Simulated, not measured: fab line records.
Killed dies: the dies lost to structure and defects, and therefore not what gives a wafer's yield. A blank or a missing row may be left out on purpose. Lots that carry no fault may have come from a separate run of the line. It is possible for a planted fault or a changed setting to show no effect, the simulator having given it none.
Lot-split experiment / flow n5Finfet / 7 lots, 21 wafers read, on a route of 1938 steps

== ABOUT THE SPLIT ==
At N5_BEOL_M15_ILD_DEP_00 (deposits SiO2 from TEOS/O2, target thk 1629.3 nm, time 346.1 s), the setting timeS was moved away from the recipe's 346.1 s on 8 of the 21 wafers read, by -6.2% to +9.6%. For the rest of the wafers, this setting stayed at what the recipe calls for.

The file shows no step between the split and the reading.

== THE READING ==
M15_ILD_THK in nanometres, read at N5_BEOL_M15_THK_MEAS_01. Typical for fault-free wafers on this fab line: 1634 nm, with standard deviation 24 nm.

wafer=L075.2; tool, chamber at the split=pecvd-02, 1; timeS as run, s=346.1; against the recipe=recipe; M15_ILD_THK, nm=1658; against lot-mates on the recipe=-
wafer=L075.3; tool, chamber at the split=pecvd-02, 0; timeS as run, s=346.1; against the recipe=recipe; M15_ILD_THK, nm=1664; against lot-mates on the recipe=-
wafer=L075.5; tool, chamber at the split=pecvd-02, 1; timeS as run, s=346.1; against the recipe=recipe; M15_ILD_THK, nm=1681; against lot-mates on the recipe=-
wafer=L085.1; tool, chamber at the split=pecvd-04, 2; timeS as run, s=346.1; against the recipe=recipe; M15_ILD_THK, nm=1637; against lot-mates on the recipe=-
wafer=L085.4; tool, chamber at the split=pecvd-04, 1; timeS as run, s=379.4; against the recipe=+9.6%; M15_ILD_THK, nm=1801; against lot-mates on the recipe=+164
wafer=L085.6; tool, chamber at the split=pecvd-04, 0; timeS as run, s=379.4; against the recipe=+9.6%; M15_ILD_THK, nm=1828; against lot-mates on the recipe=+191
wafer=L084.3; tool, chamber at the split=pecvd-04, 0; timeS as run, s=346.1; against the recipe=recipe; M15_ILD_THK, nm=1612; against lot-mates on the recipe=-
wafer=L084.5; tool, chamber at the split=pecvd-04, 2; timeS as run, s=330.4; against the recipe=-4.5%; M15_ILD_THK, nm=1568; against lot-mates on the recipe=-44
wafer=L084.6; tool, chamber at the split=pecvd-04, 1; timeS as run, s=330.4; against the recipe=-4.5%; M15_ILD_THK, nm=1573; against lot-mates on the recipe=-39
wafer=L090.3; tool, chamber at the split=pecvd-02, 2; timeS as run, s=346.1; against the recipe=recipe; M15_ILD_THK, nm=1609; against lot-mates on the recipe=-
wafer=L090.4; tool, chamber at the split=pecvd-02, 2; timeS as run, s=346.1; against the recipe=recipe; M15_ILD_THK, nm=1648; against lot-mates on the recipe=-
wafer=L090.5; tool, chamber at the split=pecvd-02, 1; timeS as run, s=346.1; against the recipe=recipe; M15_ILD_THK, nm=1636; against lot-mates on the recipe=-
wafer=L096.2; tool, chamber at the split=pecvd-02, 0; timeS as run, s=346.1; against the recipe=recipe; M15_ILD_THK, nm=1656; against lot-mates on the recipe=-
wafer=L096.3; tool, chamber at the split=pecvd-02, 1; timeS as run, s=346.1; against the recipe=recipe; M15_ILD_THK, nm=1635; against lot-mates on the recipe=-
wafer=L096.5; tool, chamber at the split=pecvd-02, 2; timeS as run, s=346.1; against the recipe=recipe; M15_ILD_THK, nm=1677; against lot-mates on the recipe=-
wafer=L093.3; tool, chamber at the split=pecvd-04, 0; timeS as run, s=324.7; against the recipe=-6.2%; M15_ILD_THK, nm=1528; against lot-mates on the recipe=-105
wafer=L093.4; tool, chamber at the split=pecvd-04, 0; timeS as run, s=346.1; against the recipe=recipe; M15_ILD_THK, nm=1633; against lot-mates on the recipe=-
wafer=L093.5; tool, chamber at the split=pecvd-04, 2; timeS as run, s=324.7; against the recipe=-6.2%; M15_ILD_THK, nm=1545; against lot-mates on the recipe=-88
wafer=L092.1; tool, chamber at the split=pecvd-03, 1; timeS as run, s=346.1; against the recipe=recipe; M15_ILD_THK, nm=1611; against lot-mates on the recipe=-
wafer=L092.3; tool, chamber at the split=pecvd-03, 0; timeS as run, s=372.2; against the recipe=+7.5%; M15_ILD_THK, nm=1733; against lot-mates on the recipe=+122
wafer=L092.4; tool, chamber at the split=pecvd-03, 2; timeS as run, s=372.2; against the recipe=+7.5%; M15_ILD_THK, nm=1791; against lot-mates on the recipe=+180

FIT RESULTS
A straight line over all 21 wafers: M15_ILD_THK changes by +17 nm for each +1% of timeS; r = +0.96; the points scatter about the line by 22 nm.
The same after taking each lot's own level away (the mean of its wafers on the recipe; 21 wafers): +17.2 nm for each +1%; r = +0.97; scatter 19 nm.
Per that fit: largest timeS move, reading shift of 1.7e+02 nm.
Across the lots, their own levels run from 1611.0 to 1667.7 nm, a range of 2.4 times the standard deviation given above.
Hence the lot-to-lot level has little effect on the slope; both slopes agree.
Check: +176 nm against its lot-mates is what the line predicts for one of the wafers moved furthest among these (+9.6%) when that wafer is left out of the fit. Against them it came out at +164 nm.

== THE OTHER SPLITS THESE WAFERS WENT THROUGH ==
Note: prior to the reading, these wafers also went through further splits. Each is held against what the fit with the lots' levels taken away leaves over:
other split on the same wafers=N5_BEOL_M11_HM_DEP_02 targetThkA; wafers away from the commonest value=9; r with M15_ILD_THK (lot level and that fit taken away)=-0.07
other split on the same wafers=N5_BEOL_M11_TRENCH_ETCH_37 timeS; wafers away from the commonest value=7; r with M15_ILD_THK (lot level and that fit taken away)=-0.51
other split on the same wafers=N5_BEOL_M11_CURE_72 timeS; wafers away from the commonest value=6; r with M15_ILD_THK (lot level and that fit taken away)=-0.22
other split on the same wafers=N5_BEOL_M12_CMP_49 downForcePsi; wafers away from the commonest value=7; r with M15_ILD_THK (lot level and that fit taken away)=+0.28
other split on the same wafers=N5_BEOL_M13_EXPOSE_07 doseMj; wafers away from the commonest value=5; r with M15_ILD_THK (lot level and that fit taken away)=+0.35

== THE WHOLE CHAIN: every reading that the file lists as answering this split, in the file's order ==
step=N5_BEOL_M15_ILD_DEP_00; what it does=deposits SiO2 from TEOS/O2, target thk 1629.3 nm, time 346.1 s; reading=SiO2_of_BEOL_M15_ILD_DEP_00.thkNm (the simulator's own value, which no gauge read); change (the file's fit)=+17.5 nm for each +1% of the setting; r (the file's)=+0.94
step=N5_BEOL_M15_THK_MEAS_01; what it does=; reading=M15_ILD_THK; change (the file's fit)=+17.4 for each +1% of the setting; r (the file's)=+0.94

== THE FILE'S OWN FIT ==
M15_ILD_THK changes by +17.4 nm for each +1% of timeS, r = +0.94.
